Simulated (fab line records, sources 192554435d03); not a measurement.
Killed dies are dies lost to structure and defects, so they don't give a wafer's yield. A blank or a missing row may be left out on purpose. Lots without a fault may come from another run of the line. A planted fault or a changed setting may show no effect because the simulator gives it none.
Chamber matching | flow n5_finfet | N5_PMOS_HMC_CHANNEL_EPI_HM_DEP_34 on pecvd-03: 3 sister chambers
The step deposits SiO2 from TEOS/O2, target thk 36 nm, time 6.9 s. 5 wafers are shown with their chamber, then 8 later ones without.

WAFERS WITH THEIR CHAMBER
wafer  | chamber | throttle_valve_pct (%) | showerhead_plenum_p_Torr (Torr)
L082.4 | 2       | 17.8                   | 8.26
L086.1 | 1       | 18.4                   | 8.33
L086.2 | 0       | 18.0                   | 8.32
L086.4 | 0       | 17.9                   | 8.29
L088.2 | 1       | 18.5                   | 8.33

WAFERS WITHOUT THEIR CHAMBER
wafer  | throttle_valve_pct (%) | showerhead_plenum_p_Torr (Torr)
L088.3 | 17.6                   | 8.27
L088.5 | 17.9                   | 8.25
L093.2 | 18.0                   | 8.30
L093.3 | 18.6                   | 8.35
L093.5 | 18.3                   | 8.33
L095.1 | 18.0                   | 8.26
L095.3 | 18.1                   | 8.30
L095.5 | 17.9                   | 8.33

WHICH CHAMBER EACH WENT THROUGH
wafer  | from the rows above     | in truth
L088.3 | 2                       | 2
L088.5 | 2                       | 2
L093.2 | 0                       | 0
L093.3 | 1                       | 1
L093.5 | 1                       | 1
L095.1 | can't be placed: 2 or 0 | 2
L095.3 | 0                       | 0
L095.5 | 0                       | 0
Placed correctly: 7 of 8. Can't be placed from these rows: 1 (the true chamber is among the candidates in 1). Placed wrongly: 0.
How it was worked out, from the rows above alone: a wafer's distance from a chamber is the root of the sum, over the readings, of the square of ((its reading less the chamber's mean) divided by the reading's scatter). The wafer belongs to the nearest chamber; if the next one is less than 2 further off, it can't be placed. A chamber's mean is the mean of its shown wafers. The scatter: the root of (the sum of the squares of (reading less its chamber's mean) over the shown wafers, divided by (wafers less chambers)).
